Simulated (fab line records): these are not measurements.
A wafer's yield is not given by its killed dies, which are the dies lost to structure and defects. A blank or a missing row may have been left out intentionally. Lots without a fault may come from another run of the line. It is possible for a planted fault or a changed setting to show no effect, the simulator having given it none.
Chamber matching || flow nand harc || NHARC_P_GATE_STRIP_108 on rie diel-13 has 4 sister chambers
The step strips in O2. 20 wafers are shown with their chamber, then 10 later ones without.

WAFERS WITH THEIR CHAMBER
{"wafer": "L074.2", "chamber": 0, "showerhead plenum p Torr (Torr)": 3.57, "drypump motor current A (A)": 5.6, "oes product au (a.u.)": 1.006}
{"wafer": "L074.4", "chamber": 1, "showerhead plenum p Torr (Torr)": 3.52, "drypump motor current A (A)": 6.1, "oes product au (a.u.)": 0.996}
{"wafer": "L074.6", "chamber": 1, "showerhead plenum p Torr (Torr)": 3.52, "drypump motor current A (A)": 6.1, "oes product au (a.u.)": 0.995}
{"wafer": "L077.1", "chamber": 1, "showerhead plenum p Torr (Torr)": 3.52, "drypump motor current A (A)": 6.1, "oes product au (a.u.)": 0.995}
{"wafer": "L077.3", "chamber": 0, "showerhead plenum p Torr (Torr)": 3.56, "drypump motor current A (A)": 5.6, "oes product au (a.u.)": 1.011}
{"wafer": "L077.5", "chamber": 0, "showerhead plenum p Torr (Torr)": 3.56, "drypump motor current A (A)": 5.6, "oes product au (a.u.)": 1.006}
{"wafer": "L079.4", "chamber": 2, "showerhead plenum p Torr (Torr)": 3.64, "drypump motor current A (A)": 6.1, "oes product au (a.u.)": 1.013}
{"wafer": "L079.5", "chamber": 0, "showerhead plenum p Torr (Torr)": 3.56, "drypump motor current A (A)": 5.6, "oes product au (a.u.)": 1.002}
{"wafer": "L079.6", "chamber": 1, "showerhead plenum p Torr (Torr)": 3.52, "drypump motor current A (A)": 6.1, "oes product au (a.u.)": 0.983}
{"wafer": "L083.1", "chamber": 1, "showerhead plenum p Torr (Torr)": 3.52, "drypump motor current A (A)": 6.2, "oes product au (a.u.)": 0.995}
{"wafer": "L083.2", "chamber": 2, "showerhead plenum p Torr (Torr)": 3.64, "drypump motor current A (A)": 6.1, "oes product au (a.u.)": 1.020}
{"wafer": "L083.3", "chamber": 3, "showerhead plenum p Torr (Torr)": 3.48, "drypump motor current A (A)": 5.1, "oes product au (a.u.)": 1.006}
{"wafer": "L087.1", "chamber": 2, "showerhead plenum p Torr (Torr)": 3.64, "drypump motor current A (A)": 6.2, "oes product au (a.u.)": 1.011}
{"wafer": "L087.2", "chamber": 1, "showerhead plenum p Torr (Torr)": 3.52, "drypump motor current A (A)": 6.1, "oes product au (a.u.)": 0.991}
{"wafer": "L087.6", "chamber": 3, "showerhead plenum p Torr (Torr)": 3.47, "drypump motor current A (A)": 5.1, "oes product au (a.u.)": 1.012}
{"wafer": "L091.1", "chamber": 0, "showerhead plenum p Torr (Torr)": 3.56, "drypump motor current A (A)": 5.5, "oes product au (a.u.)": 1.007}
{"wafer": "L091.4", "chamber": 1, "showerhead plenum p Torr (Torr)": 3.51, "drypump motor current A (A)": 6.1, "oes product au (a.u.)": 0.987}
{"wafer": "L091.5", "chamber": 3, "showerhead plenum p Torr (Torr)": 3.47, "drypump motor current A (A)": 5.0, "oes product au (a.u.)": 0.998}
{"wafer": "L092.1", "chamber": 3, "showerhead plenum p Torr (Torr)": 3.47, "drypump motor current A (A)": 5.1, "oes product au (a.u.)": 1.005}
{"wafer": "L092.3", "chamber": 0, "showerhead plenum p Torr (Torr)": 3.56, "drypump motor current A (A)": 5.6, "oes product au (a.u.)": 1.012}

SIGNATURES, as means of the wafers listed above
{"reading": "showerhead plenum p Torr", "chamber 0": 3.5617, "chamber 1": 3.5186, "chamber 2": 3.6400, "chamber 3": 3.4725, "scatter within a chamber": 0.00391}
{"reading": "drypump motor current A", "chamber 0": 5.583, "chamber 1": 6.114, "chamber 2": 6.133, "chamber 3": 5.075, "scatter within a chamber": 0.0441}
{"reading": "oes product au", "chamber 0": 1.00733, "chamber 1": 0.99171, "chamber 2": 1.01467, "chamber 3": 1.00525, "scatter within a chamber": 0.00474}
Rule: distance of a wafer from a chamber = root of the sum over the readings of ((wafer's reading minus chamber's mean) / reading's scatter) squared. The wafer belongs to the nearest chamber; if the next one is less than 2 further off, it can't be placed. How the scatter is found: for the shown wafers, subtract from each reading the mean of its chamber, square and add these, divide the total by (wafers less chambers), then take the root.

WAFERS MISSING THEIR CHAMBER
{"wafer": "L092.5", "showerhead plenum p Torr (Torr)": 3.63, "drypump motor current A (A)": 6.1, "oes product au (a.u.)": 1.015}
{"wafer": "L093.2", "showerhead plenum p Torr (Torr)": 3.47, "drypump motor current A (A)": 5.1, "oes product au (a.u.)": 1.005}
{"wafer": "L093.3", "showerhead plenum p Torr (Torr)": 3.63, "drypump motor current A (A)": 6.2, "oes product au (a.u.)": 1.008}
{"wafer": "L093.6", "showerhead plenum p Torr (Torr)": 3.63, "drypump motor current A (A)": 6.2, "oes product au (a.u.)": 1.015}
{"wafer": "L094.2", "showerhead plenum p Torr (Torr)": 3.56, "drypump motor current A (A)": 5.6, "oes product au (a.u.)": 1.005}
{"wafer": "L094.4", "showerhead plenum p Torr (Torr)": 3.47, "drypump motor current A (A)": 5.0, "oes product au (a.u.)": 0.998}
{"wafer": "L094.5", "showerhead plenum p Torr (Torr)": 3.47, "drypump motor current A (A)": 5.1, "oes product au (a.u.)": 0.998}
{"wafer": "L096.2", "showerhead plenum p Torr (Torr)": 3.55, "drypump motor current A (A)": 5.5, "oes product au (a.u.)": 1.019}
{"wafer": "L096.4", "showerhead plenum p Torr (Torr)": 3.63, "drypump motor current A (A)": 6.2, "oes product au (a.u.)": 1.002}
{"wafer": "L096.5", "showerhead plenum p Torr (Torr)": 3.63, "drypump motor current A (A)": 6.1, "oes product au (a.u.)": 1.004}

WHICH CHAMBER EACH ONE RAN IN
{"wafer": "L092.5", "from the rows above": 2, "in truth": 2}
{"wafer": "L093.2", "from the rows above": 3, "in truth": 3}
{"wafer": "L093.3", "from the rows above": 2, "in truth": 2}
{"wafer": "L093.6", "from the rows above": 2, "in truth": 2}
{"wafer": "L094.2", "from the rows above": 0, "in truth": 0}
{"wafer": "L094.4", "from the rows above": 3, "in truth": 3}
{"wafer": "L094.5", "from the rows above": 3, "in truth": 3}
{"wafer": "L096.2", "from the rows above": 0, "in truth": 0}
{"wafer": "L096.4", "from the rows above": 2, "in truth": 2}
{"wafer": "L096.5", "from the rows above": 2, "in truth": 2}
10 of 10 placed correctly. Can't be placed from these rows: 0. Number placed wrongly: 0.
